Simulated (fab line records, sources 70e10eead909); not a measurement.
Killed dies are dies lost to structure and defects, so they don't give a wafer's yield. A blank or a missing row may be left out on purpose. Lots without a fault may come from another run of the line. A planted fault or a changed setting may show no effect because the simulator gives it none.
fab line records | flow nand_harc
record lots=14 wafers=42 last_day=24
route steps=1159 shown P_BONDPAD@367 A_ZERO_WELL@401 A_ONON_D1@430
lots that met no fault: from a run of the same line without faults
start_h: hours from the record's first day to the start of the lot's first wafer shown | wait_h: hours since the lot's step before | " the same as in the row above | L1.1+2: a row that stands for several wafers | - no value, or no start given | * or withheld: withheld | < > ~ a bound
route shown NAME@n: a module of which the file shows steps, and the number in the route of the first | usual: mean/standard deviation of fault-free wafers | same: alike in all rows | chamber/n: place in a boat | sites: the reading at each site | _std_site: their standard deviation | _edge_site: outer sites' mean less inner sites' | radius_mm: how far each site lies from the wafer's centre | mask NAME#n: copy n | behind: the tool/chamber that last shaped the wafer | hold: why the lot was held/for how many hours/how that ended | device: the transistor (n, p or np) that didn't switch | end of line: the same wafers' tests at the end of the route | a step without rows: its recipe alone | killed: dies lost to structure and defects at the first sort, not the wafer's yield | map: a wafer's dies, x killed, . not, _ none there
set.NAME: the setting as run; set.NAME@STEP: as run at that earlier step | model.NAME: the simulator's own value behind a step, which no gauge read
steps of the route over a sample of lots; a table a step, a row a wafer
services: from which hour (start_h, from the record's first day; less than 0 if before it) a tool's chamber was out of use, for how many hours, and why
## steps
# step NHARC_P_BONDPAD_DESCUM_11
# recipe time_s=3 o2_flow_sccm=200 ar_flow_sccm=0 bias_power_w=0 chemistry=O2
# usual drypump_motor_current_A=5.7/0.56 oes_product_au=1.002/0.0092 rf_vpp_V=57.6/0.78 showerhead_plenum_p_Torr=1.87/0.062 throttle_valve_pct=11.311/0.0088
# columns lot.wafer tool chamber start_h wait_h drypump_motor_current_A oes_product_au rf_hours_counter_h rf_vpp_V showerhead_plenum_p_Torr throttle_valve_pct
L713.1 rie_diel-01 1 129.93 - 6.6 1.011 16 57.3 1.90 11.312
L713.2 " 0 " " 5.3 1.012 16 56.7 1.80 11.311
L713.6 " 1 " " 6.6 1.016 - 57.3 1.90 11.309
L714.1 rie_diel-06 1 130.91 - 5.8 1.014 15 57.9 2.00 11.331
L714.2 " 2 " " 6.1 1.012 22 57.5 1.97 11.319
L714.6 " 1 " " 5.8 1.019 - 58.3 2.00 11.327
L715.4 rie_diel-08 1 137.19 - 6.5 1.004 1 58.1 2.03 11.312
L715.1 " 3 " " 5.2 0.998 2 58.5 1.89 11.322
L715.5 " 1 " " 6.6 0.996 - 57.9 2.03 11.311
L717.1 rie_diel-01 3 149.31 - 5.9 1.009 0 56.7 1.83 11.314
L717.2 " 2 " " 5.1 1.009 0 58.3 1.86 11.323
L717.5 " 3 " " 5.9 1.016 - 57.8 1.83 11.310
L719.1 rie_diel-01 1 164.20 - 6.6 0.989 2 58.8 1.89 11.330
L719.4 " 0 " " 5.3 0.991 2 57.4 1.80 11.311
L719.6 " 2 " " 5.0 1.004 - 57.5 1.86 11.297
L720.1 rie_diel-06 0 174.61 - 5.2 1.013 38 58.2 1.89 11.317
L720.2 " 3 " " 6.1 0.987 38 58.5 2.01 11.313
L720.5 " 0 " " 5.2 1.006 - 57.9 1.89 11.311
L723.4 rie_diel-01 2 188.79 - 5.1 1.004 3 58.3 1.86 11.300
L723.1 " 1 " " 6.6 1.001 3 57.6 1.89 11.319
L723.5 " 2 " " 5.1 1.003 - 55.0 1.86 11.308
L724.1 rie_diel-01 1 193.13 - 6.6 0.995 3 57.1 1.89 11.311
L724.5 " 3 " " 5.9 1.012 - 57.8 1.83 11.303
L724.6 " 0 " " 5.3 0.994 - 57.6 1.80 11.316
L725.2 rie_diel-01 2 207.57 - 5.0 1.003 5 57.7 1.86 11.308
L725.4 " 0 " " 5.3 0.997 6 58.1 1.80 11.333
L725.1 " 1 " " 6.6 1.000 5 58.7 1.89 11.310
L732.2 rie_diel-01 3 238.85 - 5.9 1.007 8 56.4 1.83 11.311
L732.3 " 0 " " 5.3 1.008 9 55.9 1.80 11.305
L732.1 " 2 " " 5.0 1.005 8 57.3 1.86 11.292
L733.3 rie_diel-01 2 249.37 - 5.1 0.995 9 58.6 1.86 11.312
L733.4 " 0 " " 5.3 0.999 10 56.5 1.80 11.304
L733.6 " 2 " " 5.1 1.004 - 57.5 1.86 11.310
L734.3 rie_diel-01 1 250.20 - 6.6 1.003 10 58.2 1.89 11.317
L734.5 " 1 " " 6.6 1.005 - 58.1 1.89 11.313
L734.6 " 2 " " 5.0 1.003 - 58.0 1.86 11.310
L735.1 rie_diel-01 3 264.05 - 5.9 1.017 11 57.1 1.82 11.315
L735.4 " 0 " " 5.3 1.011 12 58.2 1.80 11.315
L735.6 " 3 " " 5.9 1.018 - 57.3 1.82 11.318
L736.1 rie_diel-01 3 264.92 - 5.9 1.025 12 57.2 1.82 11.316
L736.2 " 2 " " 5.1 0.992 11 57.4 1.86 11.321
L736.6 " 0 " " 5.3 0.993 - 57.3 1.80 11.323
# step NHARC_A_ZERO_WELL_CD_MEAS_10
# recipe target_cd_nm=2000 landing_energy_ev=500
# usual cd_nm=1999.8/1.8
# columns lot.wafer tool chamber start_h wait_h cd_nm
L713.1 cd_sem-02 0 134.01 - 1998.6
L713.2 " 0 " " 2000.9
L713.6 " 0 " " 1998.1
L714.1 cd_sem-03 0 134.92 - 2000.3
L714.2 " 0 " " 1998.6
L714.6 " 0 " " 2003.0
L715.1 cd_sem-03 0 141.16 - 1998.0
L715.4 " 0 " " 1997.5
L715.5 " 0 " " 1997.9
L717.1 cd_sem-01 0 153.41 - 1996.6
L717.2 " 0 " " 1999.2
L717.5 " 0 " " 1999.2
L719.1 cd_sem-01 0 168.10 - 2000.0
L719.4 " 0 " " 2002.3
L719.6 " 0 " " 1999.1
L720.1 cd_sem-02 0 178.53 - 1996.5
L720.2 " 0 " " 1999.8
L720.5 " 0 " " 1999.5
L723.1 cd_sem-01 0 192.89 - 1999.8
L723.4 " 0 " " 1999.4
L723.5 " 0 " " 1999.9
L724.1 cd_sem-03 0 196.90 - 2001.5
L724.5 " 0 " " 2001.5
L724.6 " 0 " " 1998.8
L725.1 cd_sem-02 0 211.44 - 1998.9
L725.2 " 0 " " 1999.5
L725.4 " 0 " " 2001.8
L732.1 cd_sem-03 0 242.72 - 2003.8
L732.2 " 0 " " 2002.7
L732.3 " 0 " " 2003.9
L733.3 cd_sem-02 0 253.36 - 1998.5
L733.4 " 0 " " 2001.2
L733.6 " 0 " " 1999.2
L734.3 cd_sem-01 0 254.00 - 2000.6
L734.5 " 0 " " 2004.4
L734.6 " 0 " " 1997.3
L735.1 cd_sem-01 0 267.94 - 1998.6
L735.4 " 0 " " 1997.9
L735.6 " 0 " " 2001.2
L736.1 cd_sem-02 0 268.97 - 2001.4
L736.2 " 0 " " 1997.7
L736.6 " 0 " " 2000.7
# step NHARC_A_ZERO_WELL_INSPECT_17
# usual raw_defect_count=12/6.5
# columns lot.wafer tool chamber start_h wait_h raw_defect_count
L713.1 defect_inspect-02 - 135.51 0.2 8
L713.2 " - " " 5
L713.6 " - " " 9
L714.1 defect_inspect-02 - 136.38 0.2 19
L714.2 " - " " 14
L714.6 " - " " 15
L715.1 defect_inspect-01 - 142.67 0.2 12
L715.4 " - " " 11
L715.5 " - " " 27
L717.1 defect_inspect-01 - 154.89 0.2 8
L717.2 " - " " 7
L717.5 " - " " 7
L719.1 defect_inspect-02 - 169.59 0.2 10
L719.4 " - " " 10
L719.6 " - " " 6
L720.1 defect_inspect-02 - 180.01 0.2 10
L720.2 " - " " 13
L720.5 " - " " 6
L723.1 defect_inspect-01 - 194.38 0.2 8
L723.4 " - " " 9
L723.5 " - " " 13
L724.1 defect_inspect-02 - 198.38 0.2 11
L724.5 " - " " 13
L724.6 " - " " 3
L725.1 defect_inspect-02 - 212.95 0.2 8
L725.2 " - " " 9
L725.4 " - " " 15
L732.1 defect_inspect-01 - 244.20 0.2 21
L732.2 " - " " 6
L732.3 " - " " 23
L733.3 defect_inspect-02 - 254.82 0.1 4
L733.4 " - " " 8
L733.6 " - " " 8
L734.3 defect_inspect-02 - 255.46 0.1 7
L734.5 " - " " 12
L734.6 " - " " 11
L735.1 defect_inspect-02 - 269.52 0.2 29
L735.4 " - " " 32
L735.6 " - " " 27
L736.1 defect_inspect-02 - 270.46 0.2 6
L736.2 " - " " 10
L736.6 " - " " 7
# step NHARC_A_ONON_D1_DEP_09
# recipe target_thk_a=10000 n2_flow_sccm=2750 n2o_flow_sccm=2000 nh3_flow_sccm=500 sih4_flow_sccm=210 temp_c=400
# usual nh3_flow_sccm=499.9/1.4
# columns lot.wafer tool chamber start_h wait_h nh3_flow_sccm
L713.1 pecvd_onon-02 0 157.85 0.2 498.2
L713.2 " 0 " " 500.6
L713.6 " 0 " " 500.3
L714.1 pecvd_onon-01 0 157.87 0.2 500.7
L714.2 " 0 " " 500.9
L714.6 " 0 " " 501.4
L715.1 pecvd_onon-02 0 165.02 0.1 498.0
L715.4 " 0 " " 499.0
L715.5 " 0 " " 500.1
L717.1 pecvd_onon-01 0 179.49 0.1 500.5
L717.2 " 0 " " 500.6
L717.5 " 0 " " 503.1
L719.1 pecvd_onon-01 0 190.30 0.1 503.1
L719.4 " 0 " " 499.5
L719.6 " 0 " " 498.6
L720.1 pecvd_onon-02 0 202.80 0.1 500.6
L720.2 " 0 " " 497.6
L720.5 " 0 " " 500.0
L723.1 pecvd_onon-01 0 219.47 0.1 500.4
L723.4 " 0 " " 500.3
L723.5 " 0 " " 501.3
L724.1 pecvd_onon-02 0 219.48 0.1 500.5
L724.5 " 0 " " 498.6
L724.6 " 0 " " 498.8
L725.1 pecvd_onon-02 0 236.16 0.1 497.4
L725.2 " 0 " " 497.8
L725.4 " 0 " " 498.8
L732.1 pecvd_onon-02 0 269.63 0.1 499.9
L732.2 " 0 " " 499.5
L732.3 " 0 " " 498.5
L734.3 pecvd_onon-01 0 278.45 0.2 500.4
L734.5 " 0 " " 498.9
L734.6 " 0 " " 499.3
L733.3 pecvd_onon-02 0 278.68 0.4 498.5
L733.4 " 0 " " 500.5
L733.6 " 0 " " 497.3
L735.1 pecvd_onon-03 0 294.85 0.1 500.1
L735.4 " 0 " " 500.9
L735.6 " 0 " " 501.4
L736.1 pecvd_onon-01 0 294.85 0.1 499.2
L736.2 " 0 " " 498.5
L736.6 " 0 " " 499.8
# step NHARC_A_ONON_D1_THK_MEAS_11
# recipe thk_meas_gauge=ellipsometry
# usual thk_nm=1001/10
# columns lot.wafer tool chamber start_h wait_h thk_nm
L713.1 film_metro-01 - 158.37 - 994
L713.2 " - " " 993
L713.6 " - " " 994
L714.1 film_metro-02 - 158.38 - 997
L714.2 " - " " 995
L714.6 " - " " 994
L715.1 film_metro-01 - 165.53 - 1009
L715.4 " - " " 1010
L715.5 " - " " 1011
L717.1 film_metro-02 - 180.03 - 997
L717.2 " - " " 999
L717.5 " - " " 997
L719.1 film_metro-02 - 190.81 - 1002
L719.4 " - " " 1003
L719.6 " - " " 1002
L720.1 film_metro-01 - 203.32 - 992
L720.2 " - " " 994
L720.5 " - " " 995
L723.1 film_metro-02 - 219.98 - 1007
L723.4 " - " " 1010
L723.5 " - " " 1008
L724.1 film_metro-01 - 219.99 - 992
L724.5 " - " " 992
L724.6 " - " " 991
L725.1 film_metro-02 - 236.67 - 975
L725.2 " - " " 975
L725.4 " - " " 972
L732.1 film_metro-02 - 270.14 - 1067
L732.2 " - " " 993
L732.3 " - " " 1067
L734.3 film_metro-01 - 278.85 - 997
L734.5 " - " " 997
L734.6 " - " " 995
L733.3 film_metro-02 - 279.08 - 1068
L733.4 " - " " 996
L733.6 " - " " 1067
L735.1 film_metro-01 - 295.37 - 983
L735.4 " - " " 985
L735.6 " - " " 986
L736.1 film_metro-02 - 295.38 - 1020
L736.2 " - " " 1020
L736.6 " - " " 1020
## services
# columns tool chamber start_h hours kind
pecvd_onon-02 - 111.00 13.0 pm
rie_diel-01 0 116.96 - clean
rie_diel-01 1 116.96 - clean
rie_diel-01 2 116.96 - clean
rie_diel-01 3 116.96 - clean
rie_diel-08 - 124.88 9.0 pm
rie_diel-01 - 137.80 9.0 pm
rie_diel-01 0 137.80 9.0 vent_cycle
rie_diel-01 1 137.80 9.0 vent_cycle
rie_diel-01 2 137.80 9.0 vent_cycle
rie_diel-01 3 137.80 9.0 vent_cycle
rie_diel-01 0 146.80 - clean
rie_diel-06 0 147.70 5.0 repair
pecvd_onon-03 - 153.00 13.0 pm
pecvd_onon-01 - 195.30 13.0 pm
rie_diel-08 1 212.14 10.4 repair
rie_diel-08 2 215.41 3.8 repair
rie_diel-08 0 216.33 1.2 repair
rie_diel-08 0 221.02 31.8 repair
rie_diel-08 3 240.57 5.9 repair
rie_diel-06 - 241.21 9.0 pm
rie_diel-08 2 245.58 13.5 repair
rie_diel-06 - 289.23 1.7 repair
pecvd_onon-02 - 292.00 13.0 pm
## key
first_sign step=NHARC_A_ONON_D1_THK_MEAS_11 reading=thk_nm direction=up sigmas=6.4 usual=1001 struck=1067
effect none on later readings
met_at NHARC_A_ONON_D1_DEP_09
struck_lots L732,L733
struck_wafers L732.1,L732.3,L733.3,L733.6
later_rows_left_out L732.1,L732.3,L733.3,L733.6
sort_left_out L732.1,L732.3,L733.3,L733.6
tester_left_out L732,L733
not_acting_at NHARC_P_BONDPAD_DESCUM_11,NHARC_A_ZERO_WELL_CD_MEAS_10,NHARC_A_ZERO_WELL_INSPECT_17
onset_between 236.16 269.63
fault kind=process_parameter_drift tool=pecvd_onon-02 chamber=- onset_h=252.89 steps=NHARC_A_ONON_D1_DEP_09 channel=target_thk_a offset=* shape=step end_h=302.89 scope=struck_wafers_only acts_in=* stated=*
# tester_left_out: of these lots the tester's yield and bins aren't shown, on N5 and GAA mostly nor the transistor test; their killed dies are dies lost to structure and defects alone, not to doping, threshold or leakage, so they don't give the yield
# sort_left_out: the simulated sort isn't trusted on such a fault, so these wafers' sort isn't shown, and their yield isn't known
# later_rows_left_out: the simulator's readings of these wafers behind a module that went badly wrong aren't trusted and aren't shown, but for the sort
